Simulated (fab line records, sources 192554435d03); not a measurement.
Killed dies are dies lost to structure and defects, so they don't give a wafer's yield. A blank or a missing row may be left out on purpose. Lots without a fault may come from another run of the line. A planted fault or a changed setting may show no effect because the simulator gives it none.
fab line records | flow n5_finfet
record lots=7 wafers=39
route steps=1938 shown BEOL_M1@751 BEOL_M2@843 BEOL_M3@991 BEOL_M6@1194 BEOL_M15@1827 PASS1_CAP@1873 TV_LITHO@1875 TV_OPEN@1887
start_h: hours from the record's first day to the start of the lot's first wafer shown | wait_h: hours since the lot's step before | " the same as in the row above | L1.1+2: a row that stands for several wafers | - no value, or no start given | * or withheld: withheld | < > ~ a bound
route shown NAME@n: a module of which the file shows steps, and the number in the route of the first | usual: mean/standard deviation of fault-free wafers | same: alike in all rows | chamber/n: place in a boat | sites: the reading at each site | _std_site: their standard deviation | _edge_site: outer sites' mean less inner sites' | radius_mm: how far each site lies from the wafer's centre | mask NAME#n: copy n | behind: the tool/chamber that last shaped the wafer | hold: why the lot was held/for how many hours/how that ended | device: the transistor (n, p or np) that didn't switch | end of line: the same wafers' tests at the end of the route | a step without rows: its recipe alone | killed: dies lost to structure and defects at the first sort, not the wafer's yield | map: a wafer's dies, x killed, . not, _ none there
set.NAME: the setting as run; set.NAME@STEP: as run at that earlier step | model.NAME: the simulator's own value behind a step, which no gauge read
lots whose settings were changed on purpose; a table a step, a row a wafer
## steps
# step N5_BEOL_M1_ILD_DEP_00
# recipe material=SiOC target_thk_a=790 temp_c=350 precursor=DEMS/O2 pressure_torr=5 rf_w=500 time_s=15.3
# columns lot.wafer tool chamber start_h wait_h set.target_thk_a model.SiOC_of_BEOL_M1_ILD_DEP_00.thk_nm
L074.1 pecvd-04 2 119.27 0.0 790 75
L074.2 " 1 " " 1105 109.4
L074.3 " 0 " " 790 78.4
L074.4 " 1 " " 1105 111.2
L074.5 " 2 " " 790 77.6
L074.6 " 0 " " 1105 111.4
L075.1+2 pecvd-03 0,2 133.06 0.0 790 77.8
L075.3+4+5 " 2,0,0 " " 790 78.8
L075.6 " 2 " " 790 79.8
L080.1 pecvd-04 2 156.54 0.0 790 77.4
L080.2 " 0 " " 790 78.4
L080.3 " 1 " " 997.8 99.2
L080.4 " 1 " " 997.8 100.8
L080.5 " 0 " " 790 80.2
L080.6 " 2 " " 997.8 98.8
L085.1 pecvd-03 1 193.84 0.0 790 77.8
L085.2 " 0 " " 1070 104.8
L085.3 " 2 " " 790 79.2
L085.4 " 1 " " 790 78.6
L085.5 " 0 " " 1070 105.4
L085.6 " 2 " " 1070 108.2
L089.1 pecvd-04 1 213.67 0.0 790 78.4
L089.2 " 0 " " 790 77.8
L089.3 " 0 " " 790 79
L089.4 " 1 " " 790 79.6
L089.5+6 " 1,0 " " 790 79.2
L090.1 pecvd-03 0 218.61 0.0 790 79.2
L090.2 " 2 " " 790 80.8
L090.3 " 1 " " 790 78.6
L090.4 " 0 " " 1077 110
L090.5 " 2 " " 1077 110.8
L090.6 " 1 " " 1077 109.6
L093.2+3 pecvd-03 1,0 237.07 0.0 790 78
L093.6 " 0 " " 790 79.2
# step N5_BEOL_M1_THK_MEAS_01
# recipe reads=SiOC_of_BEOL_M1_ILD_DEP_00
# usual M1_ILD_THK=79.0/1.1
# columns lot.wafer tool chamber start_h wait_h set.target_thk_a@BEOL_M1_ILD_DEP_00 M1_ILD_THK[nm]
L074.1 film_metro-01 - 119.33 0.0 790 75.0
L074.2 " - " " 1105 109.4
L074.3 " - " " 790 78.4
L074.4 " - " " 1105 111.3
L074.5 " - " " 790 77.5
L074.6 " - " " 1105 111.4
L075.1 film_metro-01 - 133.14 0.1 790 77.8
L075.2 " - " " 790 77.8
L075.3 " - " " 790 78.9
L075.4 " - " " 790 78.9
L075.5 " - " " 790 78.8
L075.6 " - " " 790 79.8
L080.1 film_metro-01 - 156.61 0.0 790 77.3
L080.2 " - " " 790 78.3
L080.3 " - " " 997.8 99.1
L080.4 " - " " 997.8 100.8
L080.5 " - " " 790 80.3
L080.6 " - " " 997.8 98.8
L085.1 film_metro-02 - 193.91 0.0 790 77.9
L085.2 " - " " 1070 104.7
L085.3 " - " " 790 79.1
L085.4 " - " " 790 78.6
L085.5 " - " " 1070 105.5
L085.6 " - " " 1070 108.1
L089.1 film_metro-01 - 213.76 0.1 790 78.4
L089.2 " - " " 790 77.8
L089.3 " - " " 790 79.0
L089.4 " - " " 790 79.7
L089.5 " - " " 790 79.1
L089.6 " - " " 790 79.2
L090.1 film_metro-02 - 218.68 0.0 790 79.2
L090.2 " - " " 790 80.8
L090.3 " - " " 790 78.7
L090.4 " - " " 1077 109.9
L090.5 " - " " 1077 110.7
L090.6 " - " " 1077 109.6
L093.2 film_metro-02 - 237.14 0.1 790 77.9
L093.3 " - " " 790 78.0
L093.6 " - " " 790 79.2
# step N5_BEOL_M2_PECVD_72
# recipe material=SiO2 target_thk_a=160 temp_c=400 precursor=TEOS/O2 pressure_torr=5.5 rf_w=450 teos_flow_sccm=53.8 gas=O2 flow_sccm=3000 time_s=18
# columns lot.wafer tool chamber start_h wait_h set.time_s model.SiO2_of_BEOL_M2_PECVD_72.thk_nm
L074.1 pecvd-04 0 132.47 0.0 18 16
L074.2+5 " 2 " " 9.543 8.4
L074.3 " 0 " " 18 16.2
L074.4 " 2 " " 18 15.8
L074.6 " 0 " " 9.543 8.8
L075.1 pecvd-04 2 145.97 0.0 18 15.6
L075.2 " 1 " " 18 16
L075.3+5 " 0,2 " " 9.921 8.8
L075.4 " 1 " " 9.921 9.2
L075.6 " 0 " " 18 16.2
L080.1 pecvd-02 2 166.69 0.0 7.597 7
L080.2 " 0 " " 18 15.6
L080.3+4 " 1,0 " " 18 16.2
L080.5+6 " 1,2 " " 7.597 7.2
L085.1 pecvd-01 2 210.11 0.0 18 15.8
L085.2 " 0 " " 18 15.4
L085.3 " 1 " " 25.61 22.4
L085.4 " 0 " " 25.61 22.2
L085.5 " 1 " " 25.61 22.8
L085.6 " 2 " " 18 16.2
L089.1 pecvd-01 1 221.86 0.0 18 16.2
L089.2 " 0 " " 14.76 12.8
L089.3+5 " 2,0 " " 18 15.8
L089.4 " 2 " " 14.76 13
L089.6 " 1 " " 14.76 13.4
L090.1+6 pecvd-04 1,0 225.80 0.0 21.66 19
L090.2 " 0 " " 21.66 18.8
L090.3+4 " 1,0 " " 18 15.8
L090.5 " 1 " " 18 16.2
L093.2+3 pecvd-02 2,0 250.08 0.0 18 15.6
L093.6 " 0 " " 18 15.8
# step N5_BEOL_M3_ALD_84
# recipe material=TaN target_thk_a=* temp_c=275 ald_precursor_family=PDMAT ald_co_reactant=NH3 pressure_torr=3 carrier_flow_sccm=1500 pulse_time_s=2 purge_time_s=3 co_reactant_purge_time_s=2 co_reactant_pulse_time_s=3 ald_cycles=30 precursor_vessel_temp_c=75 precursor_vessel_pressure_torr=26.25 precursor_vessel_carrier_sccm=1000
# columns lot.wafer tool chamber start_h wait_h set.ald_cycles model.TaN_of_BEOL_M3_ALD_84.thk_nm
L074.1+3 ald_metal-04 0,3 154.47 0.2 30 *
L074.2 " 1 " " 30 *
L074.4+5+6 " 2,2,1 " " 47 *
L075.1+2+4 ald_metal-04 3,2,0 172.96 0.0 30 *
L075.3+5+6 " 1,1,2 " " 30 *
L080.1+3+6 ald_metal-03 0,1,0 200.55 0.0 15 *
L080.2+4+5 " 2,3,1 " " 30 *
L085.1 ald_metal-04 0 235.47 0.0 30 *
L085.2+3+4+5+6 " 1,2,3,2,3 " " 30 *
L090.1+3+4 ald_metal-04 2,0,1 250.54 0.1 30 *
L090.2+5+6 " 3,1,2 " " 36 *
L089.1+2+4 ald_metal-03 0,1,2 256.68 0.0 30 *
L089.3+5+6 " 3,1,2 " " 14 *
L093.2+6 ald_metal-02 2,0 270.46 0.1 30 *
L093.3 " 3 " " 30 *
# step N5_BEOL_M6_ILD_DEP_00
# recipe material=SiCOH_lowk target_thk_a=1797.5 temp_c=300 precursor=DEMS/porogen pressure_torr=5 rf_w=500 time_s=33.4
# columns lot.wafer tool chamber start_h wait_h set.time_s model.SiCOH_lowk_of_BEOL_M6_ILD_DEP_00.thk_nm
L074.1 pecvd-02 2 192.21 0.0 33.4 178
L074.2 " 0 " " 33.4 174.8
L074.3 " 0 " " 38.9 208.4
L074.4 " 2 " " 33.4 181.6
L074.5 " 2 " " 38.9 210.8
L074.6 " 0 " " 38.9 208
L075.1 pecvd-02 0 200.85 0.0 40.87 215.4
L075.2 " 1 " " 33.4 175.4
L075.3 " 2 " " 40.87 217
L075.4 " 1 " " 40.87 217.8
L075.5 " 2 " " 33.4 181.2
L075.6 " 0 " " 33.4 176.8
L080.1 pecvd-04 0 233.04 0.0 33.4 180.6
L080.2 " 2 " " 33.4 174.2
L080.3 " 1 " " 42.09 224.2
L080.4 " 0 " " 33.4 183
L080.5 " 2 " " 42.09 223
L080.6 " 1 " " 42.09 226
L085.1 pecvd-04 1 264.32 0.0 40.95 218.6
L085.2 " 0 " " 40.95 218.4
L085.3 " 2 " " 40.95 216.8
L085.4 " 1 " " 33.4 179.6
L085.5 " 2 " " 33.4 179
L085.6 " 0 " " 33.4 184.6
L090.1 pecvd-02 0 282.69 0.0 25.22 139
L090.2 " 2 " " 33.4 178
L090.3 " 1 " " 33.4 178.6
L090.4 " 2 " " 25.22 139.8
L090.5 " 1 " " 25.22 140.8
L090.6 " 0 " " 33.4 183.2
L089.1 pecvd-01 1 288.97 0.0 33.4 186
L089.2 " 2 " " 48.43 255.2
L089.3 " 0 " " 33.4 181.8
L089.4 " 1 " " 48.43 264.4
L089.5 " 2 " " 48.43 260.6
L089.6 " 0 " " 33.4 182.4
L093.2+6 pecvd-02 2 300.07 0.0 33.4 180.2
L093.3 " 0 " " 33.4 177.6
# step N5_BEOL_M6_CURE_74
# recipe temp_c=385 time_s=240 ambient=He/Ar material=SiCOH_lowk
# columns lot.wafer tool chamber start_h wait_h set.time_s@BEOL_M6_ILD_DEP_00 model.SiCOH_lowk_of_BEOL_M6_ILD_DEP_00.thk_nm
L074.1 uv_cure-01 0 192.30 0.1 33.4 153.4
L074.2 " 0 " " 33.4 150.6
L074.3 " 0 " " 38.9 180
L074.4 " 0 " " 33.4 156.6
L074.5 " 0 " " 38.9 182
L074.6 " 0 " " 38.9 179.6
L075.1 uv_cure-03 0 200.91 0.0 40.87 186.2
L075.2 " 0 " " 33.4 151.2
L075.3 " 0 " " 40.87 187.6
L075.4 " 0 " " 40.87 188.2
L075.5 " 0 " " 33.4 156.2
L075.6 " 0 " " 33.4 152.4
L080.1 uv_cure-02 2 233.11 0.0 33.4 155.8
L080.2 " 2 " " 33.4 150.2
L080.3 " 2 " " 42.09 193.8
L080.4 " 2 " " 33.4 157.8
L080.5 " 2 " " 42.09 192.8
L080.6 " 2 " " 42.09 195.4
L085.1+2 uv_cure-02 1 264.38 0.0 40.95 188.8
L085.3 " 1 " " 40.95 187.4
L085.4 " 1 " " 33.4 154.8
L085.5 " 1 " " 33.4 154.4
L085.6 " 1 " " 33.4 159.2
L090.1 uv_cure-03 0 282.77 0.1 25.22 119.6
L090.2 " 0 " " 33.4 153.4
L090.3 " 0 " " 33.4 154
L090.4 " 0 " " 25.22 120.2
L090.5 " 0 " " 25.22 121
L090.6 " 0 " " 33.4 158
L089.1 uv_cure-01 1 289.03 0.0 33.4 160.4
L089.2 " 1 " " 48.43 221
L089.3 " 1 " " 33.4 156.8
L089.4 " 1 " " 48.43 229.2
L089.5 " 1 " " 48.43 225.6
L089.6 " 1 " " 33.4 157.4
L093.2+6 uv_cure-03 0 300.21 0.1 33.4 155.4
L093.3 " 0 " " 33.4 153.2
# step N5_BEOL_M6_THK_MEAS_01
# recipe reads=SiCOH_lowk_of_BEOL_M6_ILD_DEP_00
# usual M6_ILD_THK=155.6/2.5
# columns lot.wafer tool chamber start_h wait_h set.time_s@BEOL_M6_ILD_DEP_00 M6_ILD_THK[nm]
L074.1 film_metro-02 - 192.81 0.4 33.4 153.3
L074.2 " - " " 33.4 150.7
L074.3 " - " " 38.9 179.9
L074.4 " - " " 33.4 156.6
L074.5 " - " " 38.9 182.0
L074.6 " - " " 38.9 179.8
L075.1 film_metro-02 - 201.43 0.4 40.87 186.2
L075.2 " - " " 33.4 151.2
L075.3 " - " " 40.87 187.7
L075.4 " - " " 40.87 188.1
L075.5 " - " " 33.4 156.2
L075.6 " - " " 33.4 152.4
L080.1 film_metro-02 - 233.62 0.4 33.4 155.7
L080.2 " - " " 33.4 150.3
L080.3 " - " " 42.09 193.8
L080.4 " - " " 33.4 157.9
L080.5 " - " " 42.09 192.7
L080.6 " - " " 42.09 195.3
L085.1 film_metro-02 - 264.90 0.4 40.95 188.8
L085.2 " - " " 40.95 188.8
L085.3 " - " " 40.95 187.4
L085.4 " - " " 33.4 154.9
L085.5 " - " " 33.4 154.6
L085.6 " - " " 33.4 159.2
L090.1 film_metro-02 - 283.28 0.4 25.22 119.5
L090.2 " - " " 33.4 153.5
L090.3 " - " " 33.4 153.8
L090.4 " - " " 25.22 120.1
L090.5 " - " " 25.22 121.1
L090.6 " - " " 33.4 158.0
L089.1 film_metro-01 - 289.55 0.4 33.4 160.4
L089.2 " - " " 48.43 221.3
L089.3 " - " " 33.4 156.9
L089.4 " - " " 48.43 229.0
L089.5 " - " " 48.43 225.7
L089.6 " - " " 33.4 157.5
L093.2 film_metro-02 - 300.65 0.4 33.4 155.6
L093.3 " - " " 33.4 153.2
L093.6 " - " " 33.4 155.5
# step N5_BEOL_M15_DEP_53
# recipe material=SiCN target_thk_a=500 temp_c=withheld precursor=3MS/NH3 pressure_torr=3 rf_w=675 time_s=17.8
# columns lot.wafer tool chamber start_h wait_h set.target_thk_a model.SiCN_of_BEOL_M15_DEP_53.thk_nm
L074.1 pecvd-03 0 264.57 0.0 500 49.4
L074.2 " 1 " " 714.1 70.2
L074.3 " 2 " " 714.1 70.4
L074.4+6 " 0,2 " " 500 50.2
L074.5 " 1 " " 714.1 71
L075.1+2 pecvd-03 2,0 287.38 0.0 760.1 75.6
L075.3 " 1 " " 500 49
L075.4 " 0 " " 760.1 76.8
L075.5 " 1 " " 500 49.8
L075.6 " 2 " " 500 50.8
L080.1 pecvd-04 1 309.20 0.0 744.4 74.2
L080.2+3 " 2,0 " " 500 49
L080.4 " 2 " " 500 50.2
L080.5+6 " 0,1 " " 744.4 75.2
L085.1 pecvd-03 0 334.21 0.0 500 48.8
L085.2 " 2 " " 392.1 38.2
L085.3+4 " 2,0 " " 500 50.2
L085.5+6 " 2,0 " " 392.1 39.4
L089.1 pecvd-04 0 358.83 0.0 384.1 36.8
L089.2 " 2 " " 500 49.6
L089.3+6 " 1,2 " " 500 49.8
L089.4 " 0 " " 384.1 38.4
L089.5 " 1 " " 384.1 39
L090.1 pecvd-04 0 359.70 0.0 500 49.2
L090.2 " 1 " " 500 50
L090.3 " 2 " " 409.9 41
L090.4 " 0 " " 500 50.2
L090.5+6 " 1,2 " " 409.9 41.4
L093.2 pecvd-02 0 378.65 0.0 500 50.8
L093.3 " 1 " " 500 49.6
L093.6 " 2 " " 500 51.6
# step N5_PASSIVATION_PECVD_55
# recipe material=SiO2 target_thk_a=4000 temp_c=400 precursor=SiH4/N2O pressure_torr=2.7 rf_w=608 time_s=22.5
# columns lot.wafer tool chamber start_h wait_h set.time_s model.SiO2_of_PASSIVATION_PECVD_55.thk_nm
L074.1 pecvd-01 1 270.60 0.0 22.5 387.2
L074.2 " 2 " " 12.87 214.4
L074.3 " 0 " " 12.87 219.2
L074.4 " 1 " " 22.5 398.4
L074.5 " 0 " " 22.5 392.6
L074.6 " 2 " " 12.87 221
L075.1 pecvd-01 0 293.28 0.0 17.84 309.8
L075.2 " 2 " " 17.84 311.2
L075.3 " 1 " " 22.5 398.8
L075.4 " 2 " " 22.5 401
L075.5 " 0 " " 17.84 313.2
L075.6 " 1 " " 22.5 402.2
L080.1 pecvd-04 1 315.54 0.0 22.5 394.8
L080.2 " 0 " " 15.08 260
L080.3 " 2 " " 22.5 393.8
L080.4 " 0 " " 15.08 263
L080.5 " 2 " " 15.08 263.2
L080.6 " 1 " " 22.5 399.4
L085.1 pecvd-04 1 340.52 0.0 29.01 511
L085.2 " 0 " " 29.01 505.2
L085.3 " 2 " " 22.5 392
L085.4 " 2 " " 22.5 397.6
L085.5 " 0 " " 22.5 396.2
L085.6 " 1 " " 29.01 518.6
L089.1 pecvd-02 0 366.25 0.0 26.7 465.6
L089.2 " 1 " " 22.5 394
L089.3 " 2 " " 22.5 394.2
L089.4 " 2 " " 26.7 479
L089.5 " 1 " " 22.5 395.8
L089.6 " 0 " " 26.7 472.2
L090.1 pecvd-04 1 366.80 0.0 12.17 215.6
L090.2 " 0 " " 12.17 209.8
L090.3 " 2 " " 22.5 394
L090.4 " 0 " " 22.5 408.2
L090.5 " 1 " " 22.5 407.6
L090.6 " 2 " " 12.17 212.4
L093.2 pecvd-02 2 384.26 0.0 22.5 403.4
L093.3 " 1 " " 22.5 390.2
L093.6 " 2 " " 22.5 403.6
# step N5_PASSIVATION_PECVD_01
# recipe material=SiNx target_thk_a=2000 temp_c=400 precursor=SiH4/NH3/N2 pressure_torr=4.9 rf_w=1406 time_s=43.2
# step N5_PASSIVATION_HMDS_03
# recipe time_s=60 temp_c=120
# step N5_PASSIVATION_DESCUM_12
# recipe chemistry=O2 time_s=7.9 source_power_w=50 bias_power_w=20 pressure_mtorr=20 rf_frequency_hz=2.712e+07 temp_c=40 o2_flow_sccm=225
# step N5_PASSIVATION_PASS_ETCH_74
# recipe chemistry=CF4/O2 target=SiNx target_depth_a=2200 time_s=110 ion_energy_ev=100 pressure_mtorr=40 source_w=535 bias_w=49 Ar_flow_sccm=100 cf4_flow_sccm=100 O2_flow_sccm=10
# step N5_PASSIVATION_VIA_ETCH_13
# recipe chemistry=CHF3/O2 target=SiO2 target_depth_a=6600 CHF3_flow_sccm=50 O2_flow_sccm=5 Ar_flow_sccm=200 time_s=330 mask_material=PR pressure_mtorr=30 source_w=650 bias_w=170 ion_energy_ev=200 ends=cleared
# usual etch_rf_on_time_s=235/6.5
# columns lot.wafer tool chamber start_h wait_h set.time_s@PASSIVATION_PECVD_55 etch_rf_on_time_s
L074.1 rie_diel-06 1 271.38 0.0 22.5 224
L074.2 " 2 " " 12.87 130
L074.3 " 3 " " 12.87 129
L074.4 " 2 " " 22.5 241
L074.5 " 1 " " 22.5 227
L074.6 " 3 " " 12.87 129
L075.1 rie_diel-06 0 295.02 0.0 17.84 191
L075.2 " 3 " " 17.84 185
L075.3 " 1 " " 22.5 231
L075.4 " 1 " " 22.5 231
L075.5 " 3 " " 17.84 185
L075.6 " 0 " " 22.5 249
L080.1 rie_diel-04 2 319.64 0.0 22.5 227
L080.2 " 3 " " 15.08 155
L080.3 " 0 " " 22.5 234
L080.4 " 1 " " 15.08 157
L080.5 " 3 " " 15.08 157
L080.6 " 2 " " 22.5 231
L085.1 rie_diel-03 1 341.62 0.0 29.01 306
L085.2 " 3 " " 29.01 297
L085.3 " 0 " " 22.5 238
L085.4 " 3 " " 22.5 230
L085.5 " 1 " " 22.5 240
L085.6 " 0 " " 29.01 314
L089.1 rie_diel-03 1 366.96 0.0 26.7 274
L089.2 " 0 " " 22.5 233
L089.3 " 3 " " 22.5 228
L089.4 " 3 " " 26.7 276
L089.5 " 1 " " 22.5 237
L089.6 " 0 " " 26.7 279
L090.1 rie_diel-06 1 370.51 0.0 12.17 126
L090.2 " 3 " " 12.17 124
L090.3 " 2 " " 22.5 228
L090.4 " 0 " " 22.5 253
L090.5 " 0 " " 22.5 253
L090.6 " 1 " " 12.17 124
L093.2 rie_diel-06 2 385.42 0.0 22.5 230
L093.3 " 3 " " 22.5 230
L093.6 " 1 " " 22.5 235
## key
split step=N5_BEOL_M1_ILD_DEP_00 setting=target_thk_a stated=790 by=wafer
response step=N5_BEOL_M1_ILD_DEP_00 reading=model.SiOC_of_BEOL_M1_ILD_DEP_00.thk_nm change=+0.82 per=1% r=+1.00
response step=N5_BEOL_M1_THK_MEAS_01 reading=M1_ILD_THK change=+0.82 per=1% r=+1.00
split step=N5_BEOL_M2_PECVD_72 setting=time_s stated=18 by=wafer
response step=N5_BEOL_M2_PECVD_72 reading=model.SiO2_of_BEOL_M2_PECVD_72.thk_nm change=+0.156 per=1% r=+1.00
split step=N5_BEOL_M3_ALD_84 setting=ald_cycles stated=30 by=wafer
response step=N5_BEOL_M3_ALD_84 reading=model.TaN_of_BEOL_M3_ALD_84.thk_nm change=* per=1% r=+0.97
split step=N5_BEOL_M6_ILD_DEP_00 setting=time_s stated=33.4 by=wafer
response step=N5_BEOL_M6_ILD_DEP_00 reading=model.SiCOH_lowk_of_BEOL_M6_ILD_DEP_00.thk_nm change=+1.71 per=1% r=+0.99
response step=N5_BEOL_M6_CURE_74 reading=model.SiCOH_lowk_of_BEOL_M6_ILD_DEP_00.thk_nm change=+1.49 per=1% r=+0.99
response step=N5_BEOL_M6_THK_MEAS_01 reading=M6_ILD_THK change=+1.49 per=1% r=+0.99
split step=N5_BEOL_M15_DEP_53 setting=target_thk_a stated=500 by=wafer
response step=N5_BEOL_M15_DEP_53 reading=model.SiCN_of_BEOL_M15_DEP_53.thk_nm change=+0.502 per=1% r=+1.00
split step=N5_PASSIVATION_PECVD_55 setting=time_s stated=22.5 by=wafer
response step=N5_PASSIVATION_PECVD_55 reading=model.SiO2_of_PASSIVATION_PECVD_55.thk_nm change=+4.11 per=1% r=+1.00
response step=N5_PASSIVATION_VIA_ETCH_13 reading=etch_rf_on_time_s change=* per=1% r=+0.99
